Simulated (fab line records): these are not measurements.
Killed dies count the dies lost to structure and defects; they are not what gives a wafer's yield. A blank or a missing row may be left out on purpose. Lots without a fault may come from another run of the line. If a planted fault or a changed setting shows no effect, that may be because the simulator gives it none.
Lot-split experiment / flow n5 finfet / route with 1938 steps; 7 lots, 21 wafers read

## SPLIT DETAILS
At N5_BEOL_M9_COAT_05 (resist thk 90 nm), the setting spin rpm was moved away from the recipe's 1500 rpm on 8 of the 21 wafers read, by -9.9% to +9.9%. For the rest of the wafers, this setting stayed at what the recipe calls for.

## FROM THE SPLIT TO THE READING: what the file shows between them, 4 steps
- N5_BEOL_M9_EBR_07
- N5_BEOL_M9_SOFTBAKE_06: time 60 s
- N5_BEOL_M9_EXPOSE_08: exposes mask M9
- N5_BEOL_M9_PEB_09: peb time 60 s

## THE READING
CAR-ArF_of_BEOL_M9_COAT_05.thk nm (the simulator's own value, which no gauge read), in nm, at N5_BEOL_M9_DEVELOP_10 (develop time 30 s). There is no usual value for it anywhere in the file. Across the 13 wafers here that went through the recipe, the average is 88.2 nm and the standard deviation 0.25 nm.

wafer=L077.3; tool, chamber at the split=litho track-05, 0; spin rpm as run, rpm=1500; against the recipe=recipe; CAR-ArF_of_BEOL_M9_COAT_05.thk nm, nm=88.2; against lot-mates on the recipe=-
wafer=L077.4; tool, chamber at the split=litho track-05, 0; spin rpm as run, rpm=1500; against the recipe=recipe; CAR-ArF_of_BEOL_M9_COAT_05.thk nm, nm=88; against lot-mates on the recipe=-
wafer=L077.6; tool, chamber at the split=litho track-05, 0; spin rpm as run, rpm=1559; against the recipe=+3.9%; CAR-ArF_of_BEOL_M9_COAT_05.thk nm, nm=86.2; against lot-mates on the recipe=-1.9
wafer=L081.4; tool, chamber at the split=litho track-05, 0; spin rpm as run, rpm=1500; against the recipe=recipe; CAR-ArF_of_BEOL_M9_COAT_05.thk nm, nm=88; against lot-mates on the recipe=-
wafer=L081.5; tool, chamber at the split=litho track-05, 0; spin rpm as run, rpm=1500; against the recipe=recipe; CAR-ArF_of_BEOL_M9_COAT_05.thk nm, nm=87.8; against lot-mates on the recipe=-
wafer=L081.6; tool, chamber at the split=litho track-05, 0; spin rpm as run, rpm=1500; against the recipe=recipe; CAR-ArF_of_BEOL_M9_COAT_05.thk nm, nm=88.2; against lot-mates on the recipe=-
wafer=L074.1; tool, chamber at the split=litho track-04, 0; spin rpm as run, rpm=1351; against the recipe=-9.9%; CAR-ArF_of_BEOL_M9_COAT_05.thk nm, nm=93.2; against lot-mates on the recipe=+4.8
wafer=L074.3; tool, chamber at the split=litho track-04, 0; spin rpm as run, rpm=1351; against the recipe=-9.9%; CAR-ArF_of_BEOL_M9_COAT_05.thk nm, nm=93.2; against lot-mates on the recipe=+4.8
wafer=L074.5; tool, chamber at the split=litho track-04, 0; spin rpm as run, rpm=1500; against the recipe=recipe; CAR-ArF_of_BEOL_M9_COAT_05.thk nm, nm=88.4; against lot-mates on the recipe=-
wafer=L083.2; tool, chamber at the split=litho track-05, 0; spin rpm as run, rpm=1648; against the recipe=+9.9%; CAR-ArF_of_BEOL_M9_COAT_05.thk nm, nm=84.2; against lot-mates on the recipe=-3.8
wafer=L083.3; tool, chamber at the split=litho track-05, 0; spin rpm as run, rpm=1500; against the recipe=recipe; CAR-ArF_of_BEOL_M9_COAT_05.thk nm, nm=88; against lot-mates on the recipe=-
wafer=L083.6; tool, chamber at the split=litho track-05, 0; spin rpm as run, rpm=1648; against the recipe=+9.9%; CAR-ArF_of_BEOL_M9_COAT_05.thk nm, nm=84.4; against lot-mates on the recipe=-3.6
wafer=L087.1; tool, chamber at the split=litho track-01, 0; spin rpm as run, rpm=1363; against the recipe=-9.1%; CAR-ArF_of_BEOL_M9_COAT_05.thk nm, nm=93; against lot-mates on the recipe=no lot-mate on the recipe
wafer=L087.3; tool, chamber at the split=litho track-01, 0; spin rpm as run, rpm=1363; against the recipe=-9.1%; CAR-ArF_of_BEOL_M9_COAT_05.thk nm, nm=92.8; against lot-mates on the recipe=no lot-mate on the recipe
wafer=L087.4; tool, chamber at the split=litho track-01, 0; spin rpm as run, rpm=1363; against the recipe=-9.1%; CAR-ArF_of_BEOL_M9_COAT_05.thk nm, nm=92.8; against lot-mates on the recipe=no lot-mate on the recipe
wafer=L093.2; tool, chamber at the split=litho track-04, 0; spin rpm as run, rpm=1500; against the recipe=recipe; CAR-ArF_of_BEOL_M9_COAT_05.thk nm, nm=88.4; against lot-mates on the recipe=-
wafer=L093.6; tool, chamber at the split=litho track-04, 0; spin rpm as run, rpm=1500; against the recipe=recipe; CAR-ArF_of_BEOL_M9_COAT_05.thk nm, nm=88.4; against lot-mates on the recipe=-
wafer=L093.4; tool, chamber at the split=litho track-04, 0; spin rpm as run, rpm=1500; against the recipe=recipe; CAR-ArF_of_BEOL_M9_COAT_05.thk nm, nm=88; against lot-mates on the recipe=-
wafer=L096.3; tool, chamber at the split=litho track-04, 0; spin rpm as run, rpm=1500; against the recipe=recipe; CAR-ArF_of_BEOL_M9_COAT_05.thk nm, nm=88.4; against lot-mates on the recipe=-
wafer=L096.4; tool, chamber at the split=litho track-04, 0; spin rpm as run, rpm=1500; against the recipe=recipe; CAR-ArF_of_BEOL_M9_COAT_05.thk nm, nm=88.6; against lot-mates on the recipe=-
wafer=L096.6; tool, chamber at the split=litho track-04, 0; spin rpm as run, rpm=1500; against the recipe=recipe; CAR-ArF_of_BEOL_M9_COAT_05.thk nm, nm=88.6; against lot-mates on the recipe=-

THE FIT
A straight line over all 21 wafers: CAR-ArF_of_BEOL_M9_COAT_05.thk nm changes by -0.468 nm for each +1% of spin rpm; r = -0.99; the points scatter about the line by 0.33 nm.
The same after taking each lot's own level away (the mean of its wafers on the recipe; 18 wafers): -0.433 nm for each +1%; r = -0.99; scatter 0.28 nm.
The reading moves by 4.3 nm for the largest change in spin rpm, on that fit.
The span of the lots' own levels, 88.00 to 88.53 nm, comes to 2.2 times the standard deviation stated above.
Consequently the slope shifts little with the lot-to-lot level, the two slopes agreeing.
Check: for one of the wafers moved furthest among these (-9.9%), held out of the fit, the line's prediction against its lot-mates is +4.23 nm. It came out at +4.8 nm against them.

## OTHER SPLITS APPLIED TO THESE WAFERS
Before the reading, these wafers also passed through other splits. Each is held against what the fit with the lots' levels taken away leaves over:
other split on the same wafers=N5_BEOL_M5_COAT_22 spin rpm; wafers away from the commonest value=7; r with CAR-ArF_of_BEOL_M9_COAT_05.thk nm (lot level and that fit taken away)=-0.09
other split on the same wafers=N5_BEOL_M7_COAT_63 spin rpm; wafers away from the commonest value=8; r with CAR-ArF_of_BEOL_M9_COAT_05.thk nm (lot level and that fit taken away)=-0.05
other split on the same wafers=N5_BEOL_M7_COAT_71 spin rpm; wafers away from the commonest value=8; r with CAR-ArF_of_BEOL_M9_COAT_05.thk nm (lot level and that fit taken away)=+0.64
other split on the same wafers=N5_BEOL_M7_VIA_ETCH_34 source w; wafers away from the commonest value=8; r with CAR-ArF_of_BEOL_M9_COAT_05.thk nm (lot level and that fit taken away)=-0.08
other split on the same wafers=N5_BEOL_M9_HM_DEP_02 target thk a; wafers away from the commonest value=9; r with CAR-ArF_of_BEOL_M9_COAT_05.thk nm (lot level and that fit taken away)=+0.03

## THE WHOLE CHAIN: every reading that the file lists as answering this split, in the file's order
step=N5_BEOL_M9_COAT_05; what it does=resist thk 90 nm; reading=CAR-ArF_of_BEOL_M9_COAT_05.thk nm (the simulator's own value, which no gauge read); change (the file's fit)=-0.438 nm for each +1% of the setting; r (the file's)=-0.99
step=N5_BEOL_M9_DEVELOP_10; what it does=develop time 30 s; reading=CAR-ArF_of_BEOL_M9_COAT_05.thk nm (the simulator's own value, which no gauge read); change (the file's fit)=-0.433 nm for each +1% of the setting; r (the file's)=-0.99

## THE FILE'S OWN FIT
CAR-ArF_of_BEOL_M9_COAT_05.thk nm changes by -0.433 nm for each +1% of spin rpm, r = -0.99.
